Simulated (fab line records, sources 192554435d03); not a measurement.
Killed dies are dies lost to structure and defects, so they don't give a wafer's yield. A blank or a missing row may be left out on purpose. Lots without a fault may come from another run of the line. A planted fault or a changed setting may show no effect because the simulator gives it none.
Split-lot experiment | flow n5_finfet | 7 lots, 21 wafers read, on a route of 1938 steps

THE SPLIT
At N5_BEOL_M11_ETCH_66 (etches SOC in N2/H2, target depth 120 nm, overetch 24 nm, time 180 s), the setting time_s was moved away from the recipe's 180 s on 7 of the 21 wafers read, by -16.1% to +18.9%. The other wafers ran this setting at the recipe's value.

The reading is taken at the split's own step.

THE READING
SiARC_of_BEOL_M11_COAT_64.thk_nm (the simulator's own value, which no gauge read), in nm, at N5_BEOL_M11_ETCH_66 (etches SOC in N2/H2, target depth 120 nm, overetch 24 nm, time 180 s). The file gives no usual value for it. The 14 wafers here that ran the recipe average 22.9 nm, standard deviation 0.24 nm.

wafer  | tool, chamber at the split | time_s as run, s | against the recipe | SiARC_of_BEOL_M11_COAT_64.thk_nm, nm | against lot-mates on the recipe
L074.3 | rie_diel-02, 2             | 211.4            | +17.4%             | 21.6                                 | -1.2
L074.6 | rie_diel-02, 2             | 211.4            | +17.4%             | 21.6                                 | -1.2
L074.4 | rie_diel-02, 1             | 180              | recipe             | 22.8                                 | -
L076.4 | rie_diel-06, 2,1           | 180              | recipe             | 22.6                                 | -
L076.5 | rie_diel-06, 2,1           | 180              | recipe             | 22.6                                 | -
L076.6 | rie_diel-06, 2             | 180              | recipe             | 22.8                                 | -
L079.3 | rie_diel-02, 0             | 180              | recipe             | 22.6                                 | -
L079.5 | rie_diel-02, 3,0           | 180              | recipe             | 22.8                                 | -
L079.6 | rie_diel-02, 3,0           | 180              | recipe             | 22.8                                 | -
L085.1 | rie_diel-04, 1             | 180              | recipe             | 23.2                                 | -
L085.2 | rie_diel-04, 0             | 180              | recipe             | 23.4                                 | -
L085.6 | rie_diel-04, 3             | 180              | recipe             | 23                                   | -
L093.4 | rie_diel-06, 0             | 151              | -16.1%             | 23.8                                 | +1.2
L093.5 | rie_diel-06, 0             | 180              | recipe             | 22.6                                 | -
L093.6 | rie_diel-06, 3             | 151              | -16.1%             | 24                                   | +1.4
L095.1 | rie_diel-02, 1,3           | 180              | recipe             | 22.8                                 | -
L095.3 | rie_diel-02, 1,3           | 180              | recipe             | 22.8                                 | -
L095.2 | rie_diel-02, 0             | 214.1            | +18.9%             | 21.4                                 | -1.4
L096.4 | rie_diel-04, 2             | 180              | recipe             | 23.2                                 | -
L096.5 | rie_diel-04, 2,3           | 197.1            | +9.5%              | 22.4                                 | -0.8
L096.6 | rie_diel-04, 2,3           | 197.1            | +9.5%              | 22.4                                 | -0.8
Where a row lists several chambers, the file gives one row for several wafers and doesn't say which wafer went through which chamber.

THE FIT
A straight line over all 21 wafers: SiARC_of_BEOL_M11_COAT_64.thk_nm changes by -0.0682 nm for each +1% of time_s; r = -0.94; the points scatter about the line by 0.23 nm.
The same after taking each lot's own level away (the mean of its wafers on the recipe; 21 wafers): -0.0756 nm for each +1%; r = -0.99; scatter 0.1 nm.
On that fit, the largest move of time_s shifts the reading by 1.4 nm.
The lots' own levels span 22.60 to 23.20 nm, that is 2.5 times the standard deviation above.
So the lot-to-lot level changes the slope little: the two slopes agree.
Check: with one of the wafers moved furthest among these (+18.9%) left out of the fit, the line predicts -1.42 nm for it against its lot-mates. It came out at -1.4 nm against them.

OTHER SPLITS ON THESE WAFERS
These wafers also went through other splits before the reading. Each is held against what the fit with the lots' levels taken away leaves over:
other split on the same wafers | wafers away from the commonest value | r with SiARC_of_BEOL_M11_COAT_64.thk_nm (lot level and that fit taken away)
N5_BEOL_M10_COAT_60 spin_rpm   | 7                                    | +0.00
N5_BEOL_M10_EXPOSE_08 dose_mj  | 6                                    | -0.16
N5_BEOL_M11_COAT_22 spin_rpm   | 6                                    | +0.15

THE FILE'S OWN FIT
SiARC_of_BEOL_M11_COAT_64.thk_nm changes by -0.075 nm for each +1% of time_s, r = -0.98.
